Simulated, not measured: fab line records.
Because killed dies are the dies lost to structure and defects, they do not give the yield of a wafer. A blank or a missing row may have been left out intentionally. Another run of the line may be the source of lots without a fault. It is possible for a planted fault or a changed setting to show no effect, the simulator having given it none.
Lot-split experiment -- flow n5-finfet -- 39 wafers read across 7 lots, on a route 1938 steps long

SPLIT DETAILS
At N5_FIN_SAQP_ALD_61 (deposits SiO2, target thk 4 nm, pulse time 1 s, purge time 2 s), the setting ald-cycles was moved away from the recipe's 43 on 9 of the 39 wafers read, by -14.0% to +14.0%. The other wafers ran this setting at the recipe's value.

Reading taken at the split's own step.

THE READING
SiO2_of_FIN_SAQP_ALD_61.thk-nm (the simulator's own value, which no gauge read), in nm, at N5_FIN_SAQP_ALD_61 (deposits SiO2, target thk 4 nm, pulse time 1 s, purge time 2 s). The file does not state a usual value for it. Average 4.001 nm, standard deviation 0.016 nm, over the 30 wafers here run with the recipe.

wafer,"tool, chamber at the split",ald-cycles as run,against the recipe,"SiO2_of_FIN_SAQP_ALD_61.thk-nm, nm",against lot-mates on the recipe
L074.1,"ald-sin-01, 1",49,+14.0%,4.539,+0.565
L074.2,"ald-sin-01, 0",43,recipe,3.977,-
L074.3,"ald-sin-01, 3",43,recipe,3.984,-
L074.4,"ald-sin-01, 2,1",49,+14.0%,4.529,+0.555
L074.5,"ald-sin-01, 2,1",49,+14.0%,4.529,+0.555
L074.6,"ald-sin-01, 2",43,recipe,3.962,-
L077.2,"ald-sin-03, 3",43,recipe,4.01,-
L077.3,"ald-sin-03, 3",43,recipe,3.97,-
L077.6,"ald-sin-03, 3",43,recipe,3.995,-
L079.1,"ald-sin-03, 2",43,recipe,3.994,-
L079.2,"ald-sin-03, 1",43,recipe,4.012,-
L079.3,"ald-sin-03, 3",43,recipe,4.002,-
L079.4,"ald-sin-03, 0",43,recipe,4.013,-
L079.5,"ald-sin-03, 0",43,recipe,4.023,-
L079.6,"ald-sin-03, 3",43,recipe,3.999,-
L081.1,"ald-sin-04, 1",43,recipe,3.99,-
L081.2,"ald-sin-04, 0",49,+14.0%,4.586,+0.576
L081.3,"ald-sin-04, 3",49,+14.0%,4.578,+0.568
L081.4,"ald-sin-04, 2",43,recipe,4.017,-
L081.5,"ald-sin-04, 0",49,+14.0%,4.551,+0.541
L081.6,"ald-sin-04, 3",43,recipe,4.023,-
L086.1,"ald-sin-03, 3",43,recipe,4.006,-
L086.2,"ald-sin-03, 2",43,recipe,3.99,-
L086.3,"ald-sin-03, 1",43,recipe,4.005,-
L086.4,"ald-sin-03, 0",43,recipe,4.008,-
L086.5,"ald-sin-03, 2",43,recipe,4.015,-
L086.6,"ald-sin-03, 1",43,recipe,4.009,-
L090.1,"ald-sin-04, 1",43,recipe,3.997,-
L090.2,"ald-sin-04, 3,0",43,recipe,4,-
L090.6,"ald-sin-04, 3,0",43,recipe,4,-
L090.3,"ald-sin-04, 2",43,recipe,4.016,-
L090.4,"ald-sin-04, 0",43,recipe,4.031,-
L090.5,"ald-sin-04, 3",43,recipe,4.012,-
L097.1,"ald-sin-01, 0",43,recipe,4.005,-
L097.2,"ald-sin-01, 2",43,recipe,3.97,-
L097.3,"ald-sin-01, 3",37,-14.0%,3.44,-0.552
L097.4,"ald-sin-01, 1",37,-14.0%,3.422,-0.570
L097.5,"ald-sin-01, 1",43,recipe,4,-
L097.6,"ald-sin-01, 2",37,-14.0%,3.42,-0.572
Rows listing several chambers each stand for several wafers; the file does not say which wafer went through which chamber.

THE FIT
A straight line over all 39 wafers: SiO2_of_FIN_SAQP_ALD_61.thk-nm changes by +0.0401 nm for each +1% of ald-cycles; r = +1.00; the points scatter about the line by 0.018 nm.
The same after taking each lot's own level away (the mean of its wafers on the recipe; 39 wafers): +0.0402 nm for each +1%; r = +1.00; scatter 0.012 nm.
That fit puts the effect of the largest move of ald-cycles on the reading at 0.56 nm.
From 3.9743 to 4.0100 nm: that is the span of the lots' own levels, equal to 2.2 times the standard deviation above.
Consequently the slope shifts little with the lot-to-lot level, the two slopes agreeing.
Check: for one of the wafers moved furthest among these (+14.0%), held out of the fit, the line's prediction against its lot-mates is +0.561 nm. It came out at +0.565 nm against them.

THE FILE'S OWN FIT
SiO2_of_FIN_SAQP_ALD_61.thk-nm changes by +0.0402 nm for each +1% of ald-cycles, r = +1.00.
